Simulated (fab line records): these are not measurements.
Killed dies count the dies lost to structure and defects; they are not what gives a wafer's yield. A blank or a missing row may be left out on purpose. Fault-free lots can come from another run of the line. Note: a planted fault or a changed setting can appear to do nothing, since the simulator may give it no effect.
fab line records	flow nandHarc	part 2 of 2: steps 24 to 34 of 34
[record] lots = 5	wafers = 15	lastDay = 30
route steps=1302 shown A_SLIT@942 A_SIN_REMOVE@947 A_WL_FILL@952
lots that met no fault: from a run of the same line without faults
startH: the number of hours between the record's first day and the start of the first shown wafer of the lot	waitH: how many hours have passed since the lot's step before this one	" same as the row above	L1.1+2: several wafers, shown together as one row	- no value, or no start given	* or withheld: withheld	< > ~ a bound
route shown NAME@n: NAME is a module with steps in the file, n the number in the route of the first one	usual: mean/standard deviation taken from wafers without a fault	same: alike in all rows	chamber/n: place in a boat	sites: per-site readings	_std_site: how widely they spread, as a standard deviation	_edge_site: mean of outer sites minus mean of inner sites	radiusMm: how far each site lies from the wafer's centre	mask NAME#n: copy n	behind: the most recent tool/chamber to have shaped the wafer	hold: what put the lot on hold/how long, in hours/how the hold closed	device: transistor that didn't switch, given as n, p or np	end of line: the same wafers' tests at the end of the route	step lacking rows: just its recipe	killed: the dies lost at the first sort to structure and to defects; this is not the yield of the wafer	map: a wafer's dies, x killed, . not, _ none there
set.NAME: the setting that was run; set.NAME@STEP: the one run at that earlier step	model.NAME: the simulator's own value behind a step, which no gauge read
certain route steps with their lots: each step a table, each wafer a row
services: a tool's chamber out of use, with start hour (startH, from the record's first day; less than 0 if before it), hours out, and reason
[[steps]]
[step NHARC_A_WL_FILL_ETCHBACK_17]
[recipe] targetDepthA = 40	timeS = 26.7	chemistry = Cl2/BCl3
[usual] drypumpMotorCurrentA = 5.8/0.63	oesProductAu = 0.999/0.013
[same] timeS = 26.7
lot.wafer	tool	chamber	startH	waitH	drypumpMotorCurrentA	oesProductAu	rfHoursCounterH
L077.3	rieMetal-03	0	493.36	-	6.3	1.017	-
L077.4	"	1	"	"	5.8	0.997	-
L077.5	"	0	"	"	6.4	0.997	-
L080.4	rieMetal-03	0	517.99	-	6.4	0.993	-
L080.5	"	0	"	"	6.3	0.996	-
L080.6	"	1	"	"	5.7	0.996	-
L082.3	rieMetal-03	1	560.63	-	5.8	0.985	-
L082.4	"	0	"	"	6.4	0.991	-
L082.6	"	1	"	"	5.8	0.973	-
L084.2	rieMetal-02	0	585.19	-	5.4	1.004	2.0
L084.1	"	1	"	"	6.8	1.000	2.0
L084.3	"	0	"	"	5.4	1.004	-
L091.2	rieMetal-01	1	638.19	-	4.8	1.026	1.0
L091.6	"	1	"	"	4.8	1.021	-
L091.5	"	0	"	"	5.6	1.002	-
[step NHARC_A_WL_FILL_PRECLEAN_18]
[recipe] timeS = 30	chemistry = dHF
[same] timeS = 30
lot.wafer	tool	chamber	startH	waitH
L077.3+4+5	wetBench-02	3,5,0	493.50	0.1
L080.6+4+5	wetBench-02	7,1,3	518.13	0.1
L082.4+6+3	wetBench-05	7,1,3	560.79	0.1
L084.1+2+3	wetBench-03	1,3,4	585.37	0.1
L091.5+2+6	wetBench-05	5,6,1	638.37	0.1
[step NHARC_A_WL_FILL_SRD_21]
lot.wafer	tool	chamber	startH	waitH
L077.3+4+5	wetBench-02	3,5,0	493.53	0.0
L080.6+4+5	wetBench-02	7,1,3	518.16	0.0
L082.4+6+3	wetBench-05	7,1,3	560.81	0.0
L084.1+2+3	wetBench-03	1,3,4	585.42	0.0
L091.5+2+6	wetBench-05	5,6,1	638.40	0.0
[step NHARC_A_WL_FILL_CVD_23]
[recipe] targetThkA = 400	tempC = 620	pressureMtorr = 200	timeS = 800	material = poly-Si
[usual] tubeCenterTempC = 620/0.051	zonePowerTopPct = 19.3/1.7
[same] timeS = 800
lot.wafer	tool	chamber	startH	waitH	tubeCenterTempC	zonePowerTopPct
L077.3	lpcvdPoly-04	0	495.98	2.4	620.01	18.8
L077.4	"	0	"	"	619.98	18.9
L077.5	"	0	"	"	619.9	19.0
L080.4	lpcvdPoly-04	0	520.61	2.4	619.96	18.7
L080.5	"	0	"	"	620.08	19.1
L080.6	"	0	"	"	619.95	18.9
L082.3	lpcvdPoly-04	0	563.26	2.4	619.95	19.0
L082.4	"	0	"	"	619.99	19.2
L082.6	"	0	"	"	619.98	19.1
L084.1	lpcvdPoly-03	0	588.18	2.7	620	22.4
L084.2	"	0	"	"	620.02	22.6
L084.3	"	0	"	"	620.03	22.5
L091.2	lpcvdPoly-01	0	640.29	1.9	620.09	17.5
L091.5	"	0	"	"	620.06	17.9
L091.6	"	0	"	"	620.02	17.7
[step NHARC_A_WL_FILL_ETCHBACK_26]
[recipe] targetDepthA = 520	timeS = 13.3	hbrFlowSccm = 150	rfW = 350	icpW = 350	biasW = 60	chemistry = HBr
[usual] drypumpMotorCurrentA = 5.6/0.44	oesProductAu = 1.001/0.013	throttleValvePct = 23.266/0.0087
[same] timeS = 13.3
lot.wafer	tool	chamber	startH	waitH	drypumpMotorCurrentA	oesProductAu	rfHoursCounterH	throttleValvePct
L077.3	rieSi-05	2	498.60	0.4	5.7	1.002	0.0	23.253
L077.4	"	0	"	"	4.9	0.995	0.0	23.255
L077.5	"	1	"	"	5.9	1.008	-	23.250
L080.4	rieSi-05	0	523.22	0.4	4.9	1.009	0.1	23.270
L080.6	"	3	"	"	5.1	1.010	-	23.252
L080.5	"	0	"	"	4.9	0.996	-	23.270
L082.3	rieSi-02	3	565.87	0.4	5.8	0.977	0.6	23.264
L082.4	"	0	"	"	6.4	1.001	0.5	23.262
L082.6	"	1	"	"	6.0	0.983	-	23.252
L084.3	rieSi-01	3	590.74	0.4	6.1	1.005	0.2	23.263
L084.1	"	0	"	"	5.3	0.983	0.1	23.264
L084.2	"	1	"	"	5.9	0.987	0.1	23.263
L091.2	rieSi-01	1	642.88	0.4	5.9	0.964	0.4	23.272
L091.6	"	3	"	"	6.0	0.999	-	23.267
L091.5	"	0	"	"	5.3	0.987	-	23.258
[step NHARC_A_WL_FILL_PRECLEAN_30]
[recipe] timeS = 10	chemistry = dHF
[same] timeS = 10
lot.wafer	tool	chamber	startH	waitH
L077.4+5+3	wetBench-05	7,2,3	498.73	0.1
L080.5+6+4	wetBench-05	6,7,2	523.35	0.1
L082.6+4+3	wetBench-02	7,2,4	565.99	0.1
L084.1+2+3	wetBench-05	3,6,7	590.90	0.1
L091.5+6+2	wetBench-03	6,0,2	642.99	0.1
[step NHARC_A_WL_FILL_SRD_14]
lot.wafer	tool	chamber	startH	waitH
L077.4+5+3	wetBench-05	7,2,3	498.75	0.0
L080.5+6+4	wetBench-05	6,7,2	523.37	0.0
L082.6+4+3	wetBench-02	7,2,4	566.01	0.0
L084.1+2+3	wetBench-05	3,6,7	590.92	0.0
L091.5+6+2	wetBench-03	6,0,2	643.02	0.0
[step NHARC_A_WL_FILL_ALD_19]
[recipe] targetThkA = 20	pulseTimeS = 3	aldCycles = 100	tempC = 450	material = TiN
[usual] heaterPowerW = 1036/100	precursorPulseHeightRel = 0.999/0.02
lot.wafer	tool	chamber	startH	waitH	heaterPowerW	precursorPulseHeightRel
L077.4	aldMetal-03	1	498.86	0.1	904	0.985
L077.3	"	0	"	"	990	1.040
L077.5	"	1	"	"	875	1.004
L080.4	aldMetal-03	1	523.47	0.1	908	1.024
L080.5	"	1	"	"	899	0.996
L080.6	"	2	"	"	1059	0.971
L082.4	aldMetal-03	2	566.13	0.1	1101	1.022
L082.3	"	0	"	"	1015	0.961
L082.6	"	1	"	"	903	0.986
L084.3	aldMetal-01	0	591.02	0.1	939	0.994
L084.1	"	2	"	"	985	0.984
L084.2	"	3	"	"	1153	1.020
L091.2	aldMetal-02	0	643.16	0.1	1138	1.002
L091.6	"	2	"	"	1093	0.998
L091.5	"	3	"	"	877	1.026
[step NHARC_A_WL_FILL_CVD_20]
[recipe] targetThkA = 1000	tempC = 400	pressureTorr = 40	wf6FlowSccm = 40	h2FlowSccm = 1600	arFlowSccm = 1560	timeS = 74	material = W
[usual] heaterPowerW = 871/45	mfcWf6Sccm = 40.01/0.13	throttleValvePct = 8.0/0.31
[same] timeS = 74
lot.wafer	tool	chamber	startH	waitH	heaterPowerW	mfcWf6Sccm	throttleValvePct
L077.3	cvdW-01	1	-	-	869	39.93	8.2
L077.4	"	0	"	"	889	40.02	7.9
L077.5	"	1	"	"	881	40.02	8.2
L080.4	cvdW-01	0	-	-	921	40.16	7.6
L080.5	"	0	"	"	898	39.85	7.7
L080.6	"	1	"	"	877	40.15	8.5
L082.4	cvdW-01	0	-	-	918	40.21	7.7
L082.3	"	1	"	"	873	39.85	8.4
L082.6	"	1	"	"	860	39.89	8.2
L084.2	cvdW-01	0	-	-	918	40.11	7.6
L084.1	"	1	"	"	875	39.90	8.2
L084.3	"	1	"	"	880	40.04	8.4
L091.2	cvdW-01	1	-	-	882	39.96	8.5
L091.5	"	0	"	"	910	40.16	7.7
L091.6	"	1	"	"	889	40.00	8.2
[step NHARC_A_WL_FILL_CMP_12]
[recipe] tOverpolishS = 30	targetThkNm = 100
[usual] motorCurrentA = 12.3/1.6	overpolishRunS = 30.001/0.0091	padLifeWafers = 166/79	timeToEndpointS = 20.6/2.1
[same] tOverpolishS = 30
lot.wafer	tool	chamber	startH	waitH	motorCurrentA	overpolishRunS	padLifeWafers	timeToEndpointS
L077.3	cmp-02	3	499.26	0.1	13.7	29.986	169	20.9
L077.4	"	0	"	"	12.0	30.000	170	19.8
L077.5	"	3	"	"	12.8	29.995	-	19.2
L080.4	cmp-01	3	523.93	0.2	11.8	29.978	105	22.9
L080.6	"	0	"	"	12.5	30.004	-	23.2
L080.5	"	1	"	"	10.2	30.007	-	19.5
L082.4	cmp-03	1	566.52	0.1	12.8	30.002	31	22.2
L082.3	"	3	"	"	13.2	30.011	33	20.7
L082.6	"	1	"	"	12.5	29.996	-	23.2
L084.2	cmp-02	1	591.44	0.2	12.4	30.005	258	22.0
L084.3	"	2	"	"	11.5	30.014	259	21.9
L084.1	"	0	"	"	12.6	30.014	261	19.0
L091.2	cmp-03	0	643.72	0.2	15.3	30.014	303	18.9
L091.5	"	1	"	"	12.4	29.981	-	20.3
L091.6	"	2	"	"	9.2	30.020	-	18.2
[step NHARC_A_WL_FILL_SRD_31]
lot.wafer	tool	chamber	startH	waitH
L077.3+5+4	wetBench-05	1,2,5	499.56	0.0
L080.6+4+5	wetBench-05	2,3,6	524.17	0.0
L082.6+4+3	wetBench-02	7,1,3	566.82	0.0
L084.1+2+3	wetBench-02	0,1,4	591.77	0.0
L091.2+5+6	wetBench-03	4,5,0	643.96	0.0
[[services]]
tool	chamber	startH	hours	kind
wetBench-01	-	454.71	8.0	pm
rieDiel-13	-	465.81	0.3	repair
rieDiel-07	-	471.20	9.0	pm
aldHk-02	-	487.98	1.1	repair
rieDiel-07	1	498.53	7.9	repair
rieDiel-07	3	500.99	3.9	repair
cvdW-01	1	512.52	1.7	repair
rieDiel-13	-	519.00	9.0	pm
rieMetal-03	-	519.00	9.0	pm
plasmaAsher-01	-	519.27	9.0	pm
rieDiel-07	1	523.99	7.7	repair
rieDiel-08	3	544.28	2.4	repair
rieDiel-08	-	544.80	9.0	pm
wetBench-06	-	545.60	8.0	pm
cvdW-01	-	547.00	13.0	pm
rieDiel-07	0	560.61	4.9	repair
wetBench-03	-	562.40	8.0	pm
rieMetal-01	-	575.00	9.0	pm
wetBench-02	-	596.00	8.0	pm
cvdW-01	0	606.92	5.2	repair
wetBench-05	-	612.82	8.0	pm
cvdW-01	0	617.69	3.2	repair
wetBench-01	-	630.71	8.0	pm
rieDiel-07	2	640.24	1.5	repair
